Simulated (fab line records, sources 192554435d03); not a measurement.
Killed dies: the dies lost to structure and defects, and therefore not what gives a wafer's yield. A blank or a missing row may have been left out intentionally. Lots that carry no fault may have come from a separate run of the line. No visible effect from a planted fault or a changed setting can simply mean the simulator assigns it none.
Lot-split experiment	flow n5-finfet	on a route of 1938 steps: 7 lots, 21 wafers read

== THE SPLIT ITSELF ==
At N5_DUMMY_GATE_DESCUM_20 (chemistry O2, time 6.2 s), the setting time-s was moved away from the recipe's 6.2 s on 9 of the 21 wafers read, by -16.1% to +22.3%. For the rest of the wafers, this setting stayed at what the recipe calls for.

Reading taken at the split's own step.

== THE READING ==
CAR-EUV_of_DUMMY_GATE_COAT_09.thk-nm (the simulator's own value, which no gauge read), in nm, at N5_DUMMY_GATE_DESCUM_20 (chemistry O2, time 6.2 s). The file gives no usual value for it. Average 26.4 nm, standard deviation 0.13 nm, over the 12 wafers here run with the recipe.

wafer	tool, chamber at the split	time-s as run, s	against the recipe	CAR-EUV_of_DUMMY_GATE_COAT_09.thk-nm, nm	against lot-mates on the recipe
L074.3	rie-diel-06, 0	6.2	recipe	26.4	-
L074.4	rie-diel-06, 2,1	6.2	recipe	26.2	-
L074.5	rie-diel-06, 2,1	6.2	recipe	26.2	-
L075.1	rie-diel-05, 1,0,3	6.2	recipe	26.4	-
L075.2	rie-diel-05, 1,0,3	6.2	recipe	26.4	-
L075.3	rie-diel-05, 1,0,3	6.2	recipe	26.4	-
L082.2	rie-diel-06, 3	5.484	-11.5%	26.8	no lot-mate on the recipe
L082.4	rie-diel-06, 1,2	5.484	-11.5%	26.6	no lot-mate on the recipe
L082.6	rie-diel-06, 1,2	5.484	-11.5%	26.6	no lot-mate on the recipe
L089.1	rie-diel-02, 1	6.2	recipe	26.4	-
L089.3	rie-diel-02, 0	5.201	-16.1%	26.8	+0.4
L089.4	rie-diel-02, 2	5.201	-16.1%	27	+0.6
L093.3	rie-diel-05, 3,1,3	6.2	recipe	26.6	-
L093.4	rie-diel-05, 3,1,3	6.2	recipe	26.6	-
L093.6	rie-diel-05, 3,1,3	6.2	recipe	26.6	-
L094.2	rie-diel-05, 0,2	5.735	-7.5%	26.6	+0.2
L094.4	rie-diel-05, 0,2	5.735	-7.5%	26.6	+0.2
L094.3	rie-diel-05, 1	6.2	recipe	26.4	-
L096.2	rie-diel-06, 2	6.2	recipe	26.4	-
L096.4	rie-diel-06, 1,0	7.581	+22.3%	25.8	-0.6
L096.5	rie-diel-06, 1,0	7.581	+22.3%	25.8	-0.6
The file does not say which wafer passed through which chamber wherever a row lists several chambers: such a row stands for several wafers.

THE FIT
A straight line over all 21 wafers: CAR-EUV_of_DUMMY_GATE_COAT_09.thk-nm changes by -0.027 nm for each +1% of time-s; r = -0.92; the points scatter about the line by 0.12 nm.
The same after taking each lot's own level away (the mean of its wafers on the recipe; 18 wafers): -0.0282 nm for each +1%; r = -0.98; scatter 0.057 nm.
On that fit, the largest move of time-s shifts the reading by 0.63 nm.
Measured against the standard deviation above, the lots' own levels, which go from 26.27 to 26.60 nm, span 2.6 times it.
Hence the lot-to-lot level has little effect on the slope; both slopes agree.
Check: -0.634 nm against its lot-mates is what the line predicts for one of the wafers moved furthest among these (+22.3%) when that wafer is left out of the fit. Against them it came out at -0.6 nm.

== FURTHER SPLITS ON THESE WAFERS ==
Before the reading, these wafers also passed through other splits. Each is held against what the fit with the lots' levels taken away leaves over:
other split on the same wafers	wafers away from the commonest value	r with CAR-EUV_of_DUMMY_GATE_COAT_09.thk-nm (lot level and that fit taken away)
N5_ZERO_LAYER_COAT_05 spin-rpm	9	-0.16
N5_ZERO_LAYER_DEVELOP_10 develop-time-s	7	-0.01
N5_FIN_SAQP_ALD_61 temp-c	7	-0.17
N5_FIN_SAQP_COAT_49 spin-rpm	9	-0.13
N5_FIN_SAQP_COAT_68 spin-rpm	11	+0.03
N5_DUMMY_GATE_COAT_28 spin-rpm	5	-0.01

== FILE'S OWN FIT ==
CAR-EUV_of_DUMMY_GATE_COAT_09.thk-nm changes by -0.0282 nm for each +1% of time-s, r = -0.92.
